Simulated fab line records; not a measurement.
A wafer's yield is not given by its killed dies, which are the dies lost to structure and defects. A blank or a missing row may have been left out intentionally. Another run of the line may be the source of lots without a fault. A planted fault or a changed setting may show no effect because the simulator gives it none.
A lot that was struck, set against a sound lot :: flow nand harc :: 15 steps out of a route of 1302
Sound: the wafers L323.3, L323.4, L323.5. Wafers L311.2, L311.3, L311.6 were the ones struck. Last of all comes the cause.
Order at every step that has rows: each side's tool, ch and its chambers, its first start. Under that, the readings that differ: sound wafers :: struck wafers :: difference of the means :: sigmas: that difference in standard deviations of wafers without a fault.
alike: same words and numbers on both sides, and readings whose means sit less than 2 such deviations apart. not compared: any withheld reading, any reading some wafer has no value for, any bound like >300 that may hide the same value, and any number with overlapping values for which the record gives no deviation.
Wherever a step has rows on one side only, a row that says differs or no value, or a row with sigmas, the two part there. When numbers do not overlap yet have no deviation, they are printed without sigmas and do not part them. Lack of a reading on every wafer of one side parts them only where that side has two or more wafers.

NHARC_A_CHANNEL_FILL_D2_ALD_03: deposits SiNx, target thk 6 nm, pulse time 60 s, ald cycles 58.
  sound on ald sin batch-01 ch 0; struck on ald sin batch-01 ch 0
  alike: precursor pulse height rel
NHARC_A_CHANNEL_FILL_D2_ALD_14: deposits SiO2, target thk 2.5 nm, pulse time 10 s, ald cycles 25.
  sound on ald hk-01 ch 2,3, day 20 10:20; struck on ald hk-03 ch 0,1,3, day 15 16:04
  alike: heater power w, precursor pulse height rel
NHARC_A_CHANNEL_FILL_D2_ALD_15: deposits SiNx, target thk 2 nm, pulse time 60 s, ald cycles 19.
  sound on ald sin batch-02 ch 0; struck on ald sin batch-01 ch 0
  alike: precursor pulse height rel
NHARC_A_CHANNEL_FILL_D2_ALD_16: deposits SiO2, target thk 1.5 nm, pulse time 10 s, ald cycles 15.
  sound on ald hk-01 ch 1,2, day 20 15:32; struck on ald hk-03 ch 1,2,3, day 15 21:41
  alike: heater power w, precursor pulse height rel
then, 2 steps without rows for these wafers: NHARC_A_CHANNEL_FILL_D2_ANNEAL_17 (time 1800 s); NHARC_A_CHANNEL_FILL_D2_CVD_18 (deposits poly-Si, target thk 3 nm).
NHARC_A_CHANNEL_FILL_D2_ETCHBACK_19: etches the open film in HBr/Cl2, target depth 5 nm, time 1.7 s.
  sound on rie si-01 ch 1,2, day 21 03:56; struck on rie si-05 ch 0,1,3, day 16 09:37
  alike: drypump motor current A, oes product au, throttle valve pct
  not compared: rf hours counter h
then, 5 steps without rows for these wafers: NHARC_A_CHANNEL_FILL_D2_ETCHBACK_20 (etches the open film in C4F8/O2/Ar, target depth 27 nm, time 13.5 s); NHARC_A_CHANNEL_FILL_D2_STRIP_28 (strips in O2, time 20 s); NHARC_A_CHANNEL_FILL_D2_PRECLEAN_21 (cleans in dHF, time 30 s); NHARC_A_CHANNEL_FILL_D2_SRD_23; NHARC_A_CHANNEL_FILL_D2_CVD_05 (deposits poly-Si, target thk 5 nm).
NHARC_A_CHANNEL_FILL_D2_ANNEAL_22: time 7200 s.
  sound on furnace-04 ch 0, day 21 11:24; struck on furnace-01 ch 0, day 16 17:33
reading: spike tc bottom C (C)
sound: 644.4 642.7 643.4
struck: 632.6 634.2 633.7
difference: -10.0
sigmas: -5

reading: spike tc centre C (C)
sound: 620.6 620.9 621.8
struck: 605.7 603.9 606.7
difference: -15.7
sigmas: -16

reading: spike tc lower C (C)
sound: 620.9 621.0 620.1
struck: 606.4 605.7 607.5
difference: -14.1
sigmas: -15

reading: spike tc top C (C)
sound: 640.8 639.7 640.4
struck: 626.3 627.1 624.7
difference: -14.3
sigmas: -8

reading: spike tc upper C (C)
sound: 621.6 619.9 621.5
struck: 604.5 605.3 606.7
difference: -15.5
sigmas: -12

reading: tube center temp C (C)
sound: 620.04 620.01 619.96
struck: 606.02 605.96 605.95
difference: -14.03
sigmas: -99 or more

reading: tube_center_temp_C_max
sound: 621.75 621.99 621.87
struck: 607.68 607.65 607.18
difference: -14.37
sigmas: -55
  alike: zone power lower pct
NHARC_A_CHANNEL_FILL_D2_THK_MEAS_06: measures by ellipsometry.
  sound on film metro-01, day 21 15:23; struck on film metro-01, day 16 21:34
  alike: thk nm
-- record jumps: 9 days between struck wafers' starts before vs after; left off in module A_CHANNEL_FILL_D2, resumes in module END, first step shown is number 1302 of the route --
NHARC_END_SORT_01:
  only the struck wafers appear in the record here, on prober-02 ch 0 at day 25 23:30; the sound ones have no rows

WHERE THEY PART
Earliest at NHARC_A_CHANNEL_FILL_D2_ANNEAL_22; latest, in this record, at NHARC_END_SORT_01.

WHY: whatever the simulator had introduced
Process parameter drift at NHARC_A_CHANNEL_FILL_D2_ANNEAL_22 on furnace-01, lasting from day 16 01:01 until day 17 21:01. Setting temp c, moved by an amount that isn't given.
